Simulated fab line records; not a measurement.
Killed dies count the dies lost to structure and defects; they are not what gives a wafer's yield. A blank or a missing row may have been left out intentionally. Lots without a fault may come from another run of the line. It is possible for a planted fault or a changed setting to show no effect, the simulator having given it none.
fab line records    flow nand-harc
[record] lots = 5  wafers = 15  last-day = 24
route steps=1159 shown HYBRID_BOND@1095 THIN_TSV@1101 END@1159
lots with no fault: from the same line, run without faults
start-h: hours from the record's opening day to when the first of the lot's shown wafers began    wait-h: time in hours since the lot's previous step    " same as the row above    L1.1+2: a single row standing in for several wafers    - no value present, or no start provided    * or withheld: withheld    < > ~ a bound
route shown NAME@n: NAME is a module with steps in the file, n the number in the route of the first one    usual: mean and standard deviation over wafers with no fault    same: alike in all rows    chamber/n: place in a boat    sites: per-site readings    _std_site: the standard deviation of these    _edge_site: mean of outer sites minus mean of inner sites    radius-mm: for every site, how far away it sits from the centre of the wafer    mask NAME#n: copy n    behind: the tool/chamber that last shaped the wafer    hold: why the lot went on hold/how many hours it stayed there/how the hold came to an end    device: whichever transistor did not switch (one of n, p or np)    end of line: tests run on the same wafers once the route is complete    for a step that has no rows: nothing shown but its recipe    killed: count of dies lost to structure and defects at first sort (not the wafer's yield)    map: per-die view of a wafer (x killed, . not killed, _ where there is no die)
set.NAME: the run value of the setting; set.NAME@STEP: its run value at that earlier step    model.NAME: the simulator's own value behind a step, which no gauge read
a table for each step, a row for each wafer; lots at some steps of the route
services: from which hour (start-h, from the record's first day; less than 0 if before it) a tool's chamber was out of use, for how many hours, and why
[[steps]]
[step NHARC_HYBRID_BOND_PRECLEAN_01]
[recipe] time-s = 300  temp-c = 23  chemistry = DIW
[step NHARC_HYBRID_BOND_SRD_02]
[recipe] time-s = 30  temp-c = 23  dry-time-s = 20  spin-rpm = 1500
[step NHARC_HYBRID_BOND_BOND_03]
[recipe] temp-c = 25
[step NHARC_HYBRID_BOND_ANNEAL_04]
[recipe] temp-c = 300  time-s = 7200  ramp-up-c-per-min = 5  ramp-down-c-per-min = 3  idle-temp-c = 100  pressure-atm = 1
[step NHARC_HYBRID_BOND_OVL_MEAS_05]
[usual] overlay-x-nm = 0/32  overlay-y-nm = -4/32
lot.wafer  tool        chamber  start-h  wait-h  overlay-x-nm  overlay-y-nm
L864.2     overlay-02  -        441.60   0.4     19            -41
L864.3     "           -        "        "       40            -9
L864.4     "           -        "        "       -5            7
L875.2     overlay-01  -        520.68   0.4     26            -20
L875.3     "           -        "        "       5             -21
L875.4     "           -        "        "       0             7
L874.2     overlay-02  -        520.69   0.4     -66           -27
L874.4     "           -        "        "       13            -61
L874.6     "           -        "        "       22            33
L878.2     overlay-02  -        537.22   0.4     61            8
L878.4     "           -        "        "       -22           -69
L878.6     "           -        "        "       21            -14
L880.4     overlay-01  -        537.23   0.4     7             10
L880.5     "           -        "        "       -35           38
L880.6     "           -        "        "       21            6
[step NHARC_HYBRID_BOND_INSPECT_06]
[recipe] inspect-instrument = ir-void
[usual] raw-defect-count = 32/12
lot.wafer  tool               chamber  start-h  wait-h  raw-defect-count
L864.2     defect-inspect-02  -        441.65   0.1     40
L864.3     "                  -        "        "       37
L864.4     "                  -        "        "       39
L875.2     defect-inspect-02  -        520.73   0.1     35
L875.3     "                  -        "        "       41
L875.4     "                  -        "        "       36
L874.2     defect-inspect-02  -        520.76   0.1     20
L874.4     "                  -        "        "       32
L874.6     "                  -        "        "       40
L878.2     defect-inspect-02  -        537.27   0.1     21
L878.4     "                  -        "        "       18
L878.6     "                  -        "        "       23
L880.4     defect-inspect-01  -        537.30   0.1     48
L880.5     "                  -        "        "       46
L880.6     "                  -        "        "       51
[step NHARC_THIN_TSV_GRIND_00]
[recipe] target-thk-um = 6
[step NHARC_THIN_TSV_CMP_01]
[recipe] target-thk-um = 3
[step NHARC_THIN_TSV_THK_MEAS_02]
[recipe] thk-meas-gauge = ir
[usual] thk-nm = 3013/180
lot.wafer  tool           chamber  start-h  wait-h  thk-nm
L864.2     film-metro-02  -        443.28   -       2918
L864.3     "              -        "        "       3075
L864.4     "              -        "        "       3264
L875.2     film-metro-02  -        522.35   0.2     2857
L875.3     "              -        "        "       2777
L875.4     "              -        "        "       2965
L874.2     film-metro-02  -        524.75   -       3226
L874.4     "              -        "        "       3106
L874.6     "              -        "        "       3209
L878.2     film-metro-02  -        540.10   -       2963
L878.4     "              -        "        "       3312
L878.6     "              -        "        "       3151
L880.4     film-metro-02  -        541.29   -       3016
L880.5     "              -        "        "       2851
L880.6     "              -        "        "       2825
[step NHARC_THIN_TSV_SRD_03]
[step NHARC_THIN_TSV_PRECLEAN_41]
[recipe] time-s = *  temp-c = 50  bath-age-min = 0  chemistry = SC1
[step NHARC_THIN_TSV_SRD_42]
[step NHARC_THIN_TSV_DEP_43]
[recipe] target-thk-a = 13285  temp-c = withheld  pressure-torr = 6.5  rf-w = 900  teos-flow-sccm = 161.4  flow-sccm = 2650  target-thk-nm = 1328.5  gas = O2  material = SiO2
[usual] flow-sccm = 2650/7.7  rf-fwd-power-W = 898/3.1  throttle-valve-pct = 16.0/0.64
lot.wafer  tool      chamber  start-h  wait-h  flow-sccm  rf-fwd-power-W  throttle-valve-pct
L864.3     pecvd-03  0        443.51   -       2662       895             16.0
L864.2     "         2        "        "       2643       896             15.4
L864.4     "         1        "        "       2654       902             16.0
L875.2     pecvd-04  1        522.62   -       2654       893             16.7
L875.3     "         2        "        "       2661       900             17.1
L875.4     "         0        "        "       2658       897             15.4
L874.2     pecvd-04  1        525.06   -       2653       896             16.5
L874.6     "         2        "        "       2650       898             17.3
L874.4     "         0        "        "       2654       895             15.4
L878.2     pecvd-02  2        540.32   -       2636       900             14.9
L878.6     "         0        "        "       2655       898             16.8
L878.4     "         1        "        "       2656       900             15.4
L880.5     pecvd-03  1        541.64   -       2642       896             16.4
L880.6     "         2        "        "       2642       901             15.3
L880.4     "         0        "        "       2654       898             15.8
[step NHARC_THIN_TSV_DEHYDRATE_04]
[recipe] temp-c = 150  time-s = 120
[step NHARC_THIN_TSV_HMDS_05]
[recipe] time-s = 30
[step NHARC_THIN_TSV_COAT_06]
[recipe] spin-rpm = *
[step NHARC_THIN_TSV_SOFTBAKE_07]
[recipe] temp-c = 122  time-s = 95
[step NHARC_THIN_TSV_EBR_08]
[step NHARC_THIN_TSV_EXPOSE_09]
[recipe] na = 0.55  dose-mj = 30.7  mask-id = TSV
[step NHARC_THIN_TSV_PEB_10]
[recipe] peb-temp-c = 118  peb-time-s = 85
[step NHARC_THIN_TSV_DEVELOP_11]
[recipe] time-s = 70
[step NHARC_THIN_TSV_CD_MEAS_12]
[recipe] target-cd-nm = 1000  landing-energy-ev = 500
[usual] cd-nm = 1000.1/1.4
lot.wafer  tool       chamber  start-h  wait-h  cd-nm
L864.2     cd-sem-03  0        444.34   -       1001.8
L864.3     "          0        "        "       999.7
L864.4     "          0        "        "       1001.2
L875.2     cd-sem-02  0        523.28   -       1000.8
L875.3     "          0        "        "       1001.2
L875.4     "          0        "        "       1000.4
L874.2     cd-sem-02  0        525.81   -       1001.3
L874.4     "          0        "        "       999.9
L874.6     "          0        "        "       1002.2
L878.2     cd-sem-03  0        541.02   -       1000.4
L878.4     "          0        "        "       1000.4
L878.6     "          0        "        "       999.4
L880.4     cd-sem-02  0        542.34   -       1000.1
L880.5     "          0        "        "       1000.3
L880.6     "          0        "        "       1000.3
[step NHARC_THIN_TSV_HARDBAKE_13]
[recipe] temp-c = 125  time-s = 80
[step NHARC_THIN_TSV_DESCUM_14]
[recipe] time-s = 3  o2-flow-sccm = 200  ar-flow-sccm = 0  bias-power-w = 0  chemistry = O2
[usual] drypump-motor-current-A = 5.7/0.43  o2-flow-sccm = 200.0/0.62  oes-product-au = 1.000/0.008  rf-vpp-V = 57.8/0.97  showerhead-plenum-p-Torr = 1.91/0.078  throttle-valve-pct = 11.311/0.01
lot.wafer  tool         chamber  start-h  wait-h  drypump-motor-current-A  o2-flow-sccm  oes-product-au  rf-hours-counter-h  rf-vpp-V  showerhead-plenum-p-Torr  throttle-valve-pct
L864.2     rie-diel-06  0        444.50   -       5.9                      198.6         0.995           2                   61.0      1.98                      11.344
L864.3     "            3        "        "       5.0                      199.4         0.994           2                   57.2      1.93                      11.308
L864.4     "            3        "        "       5.0                      199.7         0.996           -                   57.6      1.93                      11.297
L875.2     rie-diel-03  3        523.44   -       5.0                      200.2         0.999           13                  55.8      1.88                      11.308
L875.3     "            1        "        "       5.9                      200.7         0.992           11                  58.7      1.88                      11.283
L875.4     "            2        "        "       5.1                      199.5         1.002           12                  58.0      1.84                      11.311
L874.2     rie-diel-06  1        525.99   -       6.1                      199.5         0.993           6                   59.5      1.99                      11.309
L874.4     "            2        "        "       5.6                      199.6         0.999           6                   56.6      2.06                      11.316
L874.6     "            3        "        "       5.0                      200.1         1.006           -                   57.2      1.93                      11.318
L878.4     rie-diel-06  0        541.18   -       6.0                      199.9         0.998           9                   58.8      1.98                      11.298
L878.2     "            3        "        "       5.0                      199.2         0.999           8                   58.1      1.93                      11.324
L878.6     "            0        "        "       5.9                      200.3         1.002           -                   59.3      1.98                      11.319
L880.4     rie-diel-03  1        542.52   -       5.9                      200.0         0.989           14                  57.1      1.88                      11.312
L880.5     "            3        "        "       5.0                      200.7         0.994           -                   56.1      1.88                      11.304
L880.6     "            0        "        "       6.0                      198.4         1.000           -                   57.5      1.98                      11.325
[step NHARC_THIN_TSV_ETCH_44]
[recipe] target-depth-a = 15942  time-s = 797.1  cf4-flow-sccm = 150  o2-flow-sccm = 10  ar-flow-sccm = 0  rf-w = 300  bias-w = 800  chemistry = CF4/O2
[usual] drypump-motor-current-A = 5.7/0.42  o2-flow-sccm = 9.998/0.028  oes-product-au = 1.000/0.0081  rf-fwd-power-W = 299.7/0.99  rf-vpp-V = 794/4.4  showerhead-plenum-p-Torr = 1.83/0.068  throttle-valve-pct = 16.914/0.0081
lot.wafer  tool         chamber  start-h  wait-h  drypump-motor-current-A  o2-flow-sccm  oes-product-au  rf-fwd-power-W  rf-hours-counter-h  rf-vpp-V  showerhead-plenum-p-Torr  throttle-valve-pct
L864.2     rie-diel-06  0        444.60   0.1     5.9                      10.060        0.996           299.7           2                   799       1.89                      16.924
L864.3     "            1        "        "       6.1                      9.991         0.991           298.2           2                   799       1.91                      16.905
L864.4     "            1        "        "       6.1                      9.988         0.997           299.3           -                   798       1.91                      16.915
L875.3     rie-diel-03  2        524.07   0.6     5.1                      9.974         1.001           299.0           12                  789       1.77                      16.907
L875.2     "            3        "        "       5.0                      10.001        0.991           299.4           13                  791       1.80                      16.898
L875.4     "            0        "        "       6.1                      10.021        0.994           300.6           12                  798       1.89                      16.931
L874.2     rie-diel-06  0        526.06   0.1     5.9                      10.028        0.983           300.7           7                   799       1.89                      16.915
L874.4     "            2        "        "       5.7                      9.971         1.001           298.4           6                   802       1.96                      16.907
L874.6     "            1        "        "       6.1                      9.992         0.989           298.4           -                   800       1.90                      16.897
L878.4     rie-diel-06  1        541.32   0.1     6.2                      9.988         0.991           299.4           8                   798       1.90                      16.930
L878.2     "            2        "        "       5.6                      9.990         0.999           299.3           7                   804       1.96                      16.904
L878.6     "            1        "        "       6.1                      9.989         0.989           299.8           -                   798       1.90                      16.915
L880.4     rie-diel-03  2        542.76   0.2     5.1                      10.020        1.001           298.6           15                  791       1.77                      16.922
L880.5     "            3        "        "       5.0                      10.070        0.988           301.1           -                   792       1.80                      16.921
L880.6     "            0        "        "       6.1                      10.012        0.995           300.9           -                   798       1.89                      16.907
[step NHARC_THIN_TSV_ETCH_15]
[recipe] target-depth-a = 30000  bosch-target-overetch-cycles = 2  bosch-etch-step-s = 2.8  bosch-dep-step-s = 1.2  bosch-cycles = 14
[step NHARC_THIN_TSV_CD_MEAS_16]
[usual] cd-nm = 1000.0/1.5
lot.wafer  tool       chamber  start-h  wait-h  cd-nm
L864.2     cd-sem-01  -        445.44   0.1     1001.6
L864.3     "          -        "        "       999.5
L864.4     "          -        "        "       1001.0
L875.2     cd-sem-01  -        524.74   0.1     1001.0
L875.3     "          -        "        "       1001.9
L875.4     "          -        "        "       999.7
L874.2     cd-sem-01  -        526.77   0.1     999.8
L874.4     "          -        "        "       999.5
L874.6     "          -        "        "       1001.8
L878.2     cd-sem-02  -        541.98   0.1     1000.1
L878.4     "          -        "        "       1000.5
L878.6     "          -        "        "       999.5
L880.4     cd-sem-02  -        543.32   0.1     1000.8
L880.5     "          -        "        "       1000.1
L880.6     "          -        "        "       1000.0
[step NHARC_THIN_TSV_STRIP_45]
[recipe] power-w = 1500  temp-c = 250  chemistry = O2
[step NHARC_THIN_TSV_STRIP_46]
[recipe] time-s = 1200  temp-c = 72.5  chemistry = post-etch-residue-remover
[step NHARC_THIN_TSV_DEP_47]
[recipe] target-thk-a = 2000  temp-c = withheld  pressure-torr = 6.5  rf-w = 900  teos-flow-sccm = 161.4  flow-sccm = 2650  target-thk-nm = 200  gas = O2  material = SiO2
[usual] flow-sccm = 2649/7.6  rf-fwd-power-W = 898.3/2.7  throttle-valve-pct = 16.1/0.71
lot.wafer  tool      chamber  start-h  wait-h  flow-sccm  rf-fwd-power-W  throttle-valve-pct
L864.2     pecvd-02  0        446.40   -       2649       898.5           16.5
L864.4     "         1        "        "       2650       898.2           15.9
L864.3     "         0        "        "       2653       896.0           16.5
L875.3     pecvd-04  2        525.61   -       2646       898.2           17.3
L875.2     "         0        "        "       2659       895.5           15.7
L875.4     "         1        "        "       2636       901.4           16.3
L874.2     pecvd-04  1        527.68   -       2641       898.3           16.3
L874.6     "         1        "        "       2645       897.6           16.7
L874.4     "         2        "        "       2653       902.0           17.2
L878.2     pecvd-02  2        543.02   -       2646       895.5           14.8
L878.6     "         1        "        "       2644       897.9           15.5
L878.4     "         2        "        "       2652       899.0           14.8
L880.4     pecvd-02  2        544.48   -       2652       900.1           14.8
L880.5     "         0        "        "       2652       901.0           16.9
L880.6     "         1        "        "       2648       900.7           15.6
[step NHARC_THIN_TSV_ETCHBACK_48]
[recipe] target-depth-a = 10285  over-etch-frac = 0.3  time-s = 405.17  ion-energy-ev = 250  c4f8-flow-sccm = withheld  ar-flow-sccm = withheld  rf-w = 600  bias-w = 300  chemistry = C4F8/Ar
[usual] oes-product-au = 0.937/0.029  rf-fwd-power-W = 598.7/1.8  rf-vpp-V = 547/3.2
lot.wafer  tool         chamber  start-h  wait-h  oes-product-au  rf-fwd-power-W  rf-hours-counter-h  rf-vpp-V
L864.3     rie-diel-03  0        446.87   0.3     0.919           597.2           4                   550
L864.2     "            1        "        "       0.923           600.5           4                   546
L864.4     "            2        "        "       0.929           600.2           4                   545
L875.4     rie-diel-02  0        526.04   -       1.017           597.8           1                   544
L875.3     "            1        "        "       1.009           599.7           1                   542
L875.2     "            2        "        "       1.002           599.5           1                   549
L874.4     rie-diel-03  0        528.16   -       0.919           599.0           13                  549
L874.2     "            1        "        "       0.920           600.5           13                  545
L874.6     "            3        "        "       0.921           597.7           -                   546
L878.2     rie-diel-03  3        543.45   -       0.927           599.6           17                  544
L878.4     "            0        "        "       0.928           598.9           16                  549
L878.6     "            1        "        "       0.918           596.1           -                   546
L880.4     rie-diel-03  3        544.85   -       0.918           602.2           17                  546
L880.6     "            0        "        "       0.915           596.2           -                   548
L880.5     "            1        "        "       0.903           597.0           -                   546
[step NHARC_THIN_TSV_STRIP_62]
[recipe] power-w = 1500  temp-c = 250  time-s = 20  chemistry = N2/H2
[step NHARC_THIN_TSV_DEGAS_49]
[recipe] temp-c = 300  time-s = 120
[usual] heater-power-w = 466/52
lot.wafer  tool            chamber  start-h  wait-h  heater-power-w
L864.4     pvd-sputter-02  -        447.40   0.1     439
L864.3     "               -        "        "       467
L864.2     "               -        "        "       442
L875.4     pvd-sputter-01  -        526.55   0.1     451
L875.2     "               -        "        "       431
L875.3     "               -        "        "       536
L874.2     pvd-sputter-01  -        528.83   0.2     386
L874.4     "               -        "        "       453
L874.6     "               -        "        "       384
L878.4     pvd-sputter-03  -        544.30   0.1     495
L878.2     "               -        "        "       445
L878.6     "               -        "        "       588
L880.4     pvd-sputter-03  -        546.49   0.1     510
L880.6     "               -        "        "       420
L880.5     "               -        "        "       440
[step NHARC_THIN_TSV_PRE_CLEAN_50]
[recipe] time-s = 30  temp-c = 280  gas = H2/He
[step NHARC_THIN_TSV_PVD_19]
[recipe] target-thk-a = 200  chamber-pressure-pa = 5  material = TaN
[step NHARC_THIN_TSV_PVD_51]
[recipe] target-thk-a = 1000  chamber-pressure-pa = 5  material = Cu
[step NHARC_THIN_TSV_ECD_20]
[recipe] target-thk-a = 20000  material = Cu
[step NHARC_THIN_TSV_ANNEAL_52]
[recipe] temp-c = 225  time-s = 90
[step NHARC_THIN_TSV_CMP_21]
[recipe] t-overpolish-s = 30  target-thk-nm = 2000
[step NHARC_THIN_TSV_SRD_23]
[step NHARC_THIN_TSV_DEGAS_53]
[recipe] temp-c = 300  time-s = 60
[step NHARC_END_SORT_01]
[recipe] temp-c = 25
[usual] defect-limited-yield = 95.8/1.2  killed-at-array = 24/7.4  killed-at-other = 0.5/0.81  killed-at-periphery = 3.4/2.3  killed-dies = 28/8  killed-open = 3.4/1.8  killed-short = 2.0/1.4  sort_bin_2_pct = 1.3/0.54  sort_bin_3_pct = 0.23/0.2  sort_bin_4_pct = 2.7/0.77  sort-n-pass = 649/8  sort-rim-yield-pct = 94.2/2.7  sort-yield-pct = 95.8/1.2
[same] gross-dies = 677  sort_bin_5_pct[%] = 0  sort_bin_6_pct[%] = 0  sort_bin_7_pct[%] = 0  sort_bin_8_pct[%] = 0  sort-rim-n-gross = 106.00
lot.wafer  tool       chamber  start-h  wait-h  defect-limited-yield[%]  killed-at-array  killed-at-other  killed-at-periphery  killed-dies  killed-open  killed-short  sort_bin_2_pct[%]  sort_bin_3_pct[%]  sort_bin_4_pct[%]  sort-n-pass  sort-rim-yield-pct[%]  sort-yield-pct[%]
L864.2     prober-02  0        466.31   2.8     93.8                     39               1                2                    42           5            6             1.8                0.15               4.3                635          91.5                   93.8
L864.3     prober-02  0        467.11   3.1     94.1                     37               1                2                    40           5            2             2.1                0                  3.8                637          95.3                   94.1
L864.4     prober-02  0        467.90   3.4     95.9                     26               0                2                    28           6            1             1.3                0.30               2.5                649          92.5                   95.9
L875.2     prober-01  0        539.09   2.8     96.3                     19               2                4                    25           3            3             1.0                0.30               2.4                652          88.7                   96.3
L875.3     prober-01  0        539.88   3.1     96.0                     22               0                5                    27           6            0             1.6                0                  2.4                650          94.3                   96.0
L875.4     prober-01  0        540.68   3.4     95.1                     28               1                4                    33           3            2             1.8                0.15               3.0                644          90.6                   95.1
L874.2     prober-02  0        539.15   2.8     96.9                     15               1                5                    21           4            1             0.9                0                  2.2                656          96.2                   96.9
L874.4     prober-02  0        540.76   3.4     96.0                     25               0                2                    27           1            1             0.7                0                  3.2                650          93.4                   96.0
L874.6     prober-02  0        542.38   4.0     7.5                      36               587              3                    626          8            2             88.6               0.44               3.4                51           0                      7.5
// killed by level:class
L864.2 A_SLIT:chamber-film-flake=12 A_CHANNEL_HOLE_D1:chamber-film-flake=10 A_CONTACT:chamber-film-flake=4 A_WL_FILL:geometric-particle:short=2 A_CHANNEL_FILL_D1:chamber-film-flake=2 P_CONTACT:geometric-particle:short=1 A_SOURCE_PLATE:geometric-particle:open=1 A_CHANNEL_HOLE_D1:geometric-particle:short=1
L864.3 A_CHANNEL_HOLE_D1:chamber-film-flake=15 A_SLIT:chamber-film-flake=7 A_CONTACT:chamber-film-flake=4 A_CONTACT:geometric-particle:open=2 A_ZERO_WELL:chamber-film-flake=2 A_CHANNEL_FILL_D1:chamber-film-flake=2 P_GATE:geometric-particle:open=1 A_SOURCE_PLATE:geometric-particle:open=1
L864.4 A_CHANNEL_HOLE_D1:chamber-film-flake=8 A_CONTACT:chamber-film-flake=6 A_CHANNEL_FILL_D1:chamber-film-flake=3 A_SLIT:chamber-film-flake=3 A_CHANNEL_FILL_D1:geometric-particle:open=2 P_GATE:geometric-particle:open=1 A_ONON_D1:geometric-particle:open=1 A_CHANNEL_HOLE_D1:geometric-particle:short=1
L875.2 A_CHANNEL_HOLE_D1:chamber-film-flake=10 A_CONTACT:chamber-film-flake=3 P_STI:chamber-film-flake=2 THIN_TSV:chamber-film-flake=2 P_M0:geometric-particle:short=1 P_CONTACT:geometric-particle:open=1 A_SOURCE_PLATE:geometric-particle:short=1 A_ONON_D1:geometric-particle:short=1
L874.2 A_SLIT:chamber-film-flake=9 P_GATE:geometric-particle:open=2 P_GATE:chamber-film-flake=2 A_CONTACT:chamber-film-flake=2 P_M1:geometric-particle:open=1 A_WL_FILL:geometric-particle:short=1 A_CONTACT:geometric-particle:open=1 A_CHANNEL_HOLE_D1:chamber-film-flake=1
L875.3 A_CHANNEL_HOLE_D1:chamber-film-flake=10 A_CONTACT:chamber-film-flake=3 P_ZERO_WELL:chamber-film-flake=2 A_CHANNEL_FILL_D1:chamber-film-flake=2 A_STAIRCASE:chamber-film-flake=2 P_STI:geometric-particle:open=1 P_GATE:geometric-particle:open=1 A_CHANNEL_FILL_D1:geometric-particle:open=1
L875.4 A_CHANNEL_HOLE_D1:chamber-film-flake=20 A_CONTACT:chamber-film-flake=3 P_STI:chamber-film-flake=2 P_M0:geometric-particle:open=1 A_WL_FILL:geometric-particle:open=1 A_CONTACT:geometric-particle:short=1 A_M0:geometric-particle:open=1 STARTING-WAFER:geometric-particle:short=1
L874.4 A_SLIT:chamber-film-flake=11 A_CHANNEL_HOLE_D1:chamber-film-flake=5 A_STAIRCASE:chamber-film-flake=3 A_CONTACT:chamber-film-flake=3 P_GATE:chamber-film-flake=2 A_CHANNEL_FILL_D1:geometric-particle:short=1 A_CHANNEL_FILL_D1:geometric-particle:open=1 A_WL_FILL:chamber-film-flake=1
L874.6 THIN_TSV:area-dep=586 A_SLIT:chamber-film-flake=10 A_CHANNEL_HOLE_D1:chamber-film-flake=6 A_STAIRCASE:chamber-film-flake=5 A_CONTACT:chamber-film-flake=3 A_CONTACT:geometric-particle:open=2 A_BLC:geometric-particle:open=2 A_M0:geometric-particle:open=2
// map L874.6 (x killed, . not)
____________x____________
_________xxxxxxx_________
_______xxxxxxxxxxx_______
______xxxxxxxxxxxxx______
_____xxxxxxxxxxxxxxx_____
____xxxxx.xxxxxxxxxxx____
____xxxxxxxxxxxxxxxxx____
___xxxxxxxxxxxxxxxxxxx___
___xxxxxxxxxxxxxxxxxxx___
__xxxxxxxx.xxxxxxxxxxxx__
__xxxxxx.xxxxxxxxxxxxxx__
_xxxxxxx.xxxxxx.xxxxxxxx_
_xxx.xxx.xxx..xxxxxxxxxx_
_xxxxxxxxxxxxxxxxxxxxxxx_
_xxxxxx.xxxxxxx.x.xxxxxx_
_xxxxxx..xxx.xxxxxxxxxxx_
xxxxxxxxxxxx..xxxxxxxxxxx
xxxx.x...xx...xxx.xxxxxxx
xxxxxxxxxxxxxxxxxxxxxxxxx
xxxxxxx.xxxx.xxxxx.xxxxxx
xxxx.xxxx.xxxx.xxxxx.xxxx
_xxxxxx.xx.xxxxx.xxxxxxx_
_xx.xxxxxx.x.xxxxxxxxxxx_
_xxxxx.x.x.xxxxx.x.xxxxx_
_xxxx.xxxxxxxxx.xxxxxxxx_
_xxxxx.xxxxx.xxxxxxxxxxx_
__xxxxxxxxxxxxx.xxxxxxx__
__xxxxxxxxxxxxxxxxxxxxx__
___xxxxxxxxxxxxxxxxxxx___
___xx.xxxxxxxxxxxxxxxx___
____xxxxxxx.xx.xxxxxx____
____xxxxxxxxxxxxxxxxx____
_____xxxxxxxxxxxxxxx_____
______xxxxxxxxxxxxx______
_______xxxxxxxxxxx_______
_________xxxxxxx_________
____________x____________
// map L875.4 (x killed, . not)
____________.____________
_________.x....._________
_______..x........_______
______xx.x...x.....______
_____x.xx..........._____
____xxxxx.x..........____
____xxxx.............____
___...x......x........___
___...................___
__.......x.............__
__.....................__
_......................._
_.......x..............._
_.x....................._
_......................._
_.....x...............x._
.............x...........
.........................
.........................
.........................
.........................
_......................._
_......................._
_......................._
_......................._
_......................._
__.....................__
__.........x..x.x......__
___...................___
___...................___
____..............x..____
____.................____
_____..............._____
______.............______
_______..........._______
_________..x.x.._________
____________.____________
[[services]]
tool            chamber  start-h  hours  kind
pecvd-04        -        422.61   2.7    repair
rie-diel-03     0        426.02   -      clean
rie-diel-03     1        426.02   -      clean
rie-diel-03     2        426.02   -      clean
rie-diel-03     3        426.02   -      clean
pecvd-04        -        429.73   3.8    repair
pvd-sputter-01  -        437.04   1.4    repair
rie-diel-06     2        441.79   7.6    repair
pecvd-02        2        443.88   5.0    repair
rie-diel-03     0        450.52   -      clean
rie-diel-03     1        450.52   -      clean
rie-diel-03     2        450.52   -      clean
rie-diel-03     3        450.52   -      clean
pvd-sputter-03  -        458.00   10.0   pm
rie-diel-03     2        471.40   2.2    repair
pecvd-03        -        473.28   13.0   pm
rie-diel-03     0        475.02   -      clean
rie-diel-03     1        483.38   5.1    repair
rie-diel-02     2        490.50   7.8    repair
pvd-sputter-01  -        503.72   3.3    repair
rie-diel-02     -        504.77   9.0    pm
pvd-sputter-01  -        514.01   10.0   pm
pecvd-02        -        515.04   13.0   pm
pvd-sputter-02  -        541.73   32.2   repair
[[key]]
[first-sign] step = NHARC_END_SORT_01  reading = killed-at-other  direction = up  sigmas = 99+  usual = 0.5  struck = 587
[effect] step = NHARC_END_SORT_01  reading = sort_bin_2_pct  direction = up  sigmas = 99+  usual = 1.3  struck = 88.6
[more-kills-born-at] NHARC_THIN_TSV_DEP_43@pecvd-04 = 586
met-at NHARC_THIN_TSV_DEP_43
struck-wafers L874.6
later-rows-left-out L874.6
onset-between 522.62 525.06
[fault] kind = process-parameter-drift  tool = pecvd-04  chamber = 2  onset-h = 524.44  steps = NHARC_THIN_TSV_DEP_43  channel = target-thk-a  offset = *  shape = step  end-h = 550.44  acts-in = *  stated = *
// later-rows-left-out: the simulator's readings of these wafers behind a module that went badly wrong aren't trusted and aren't shown, but for the sort
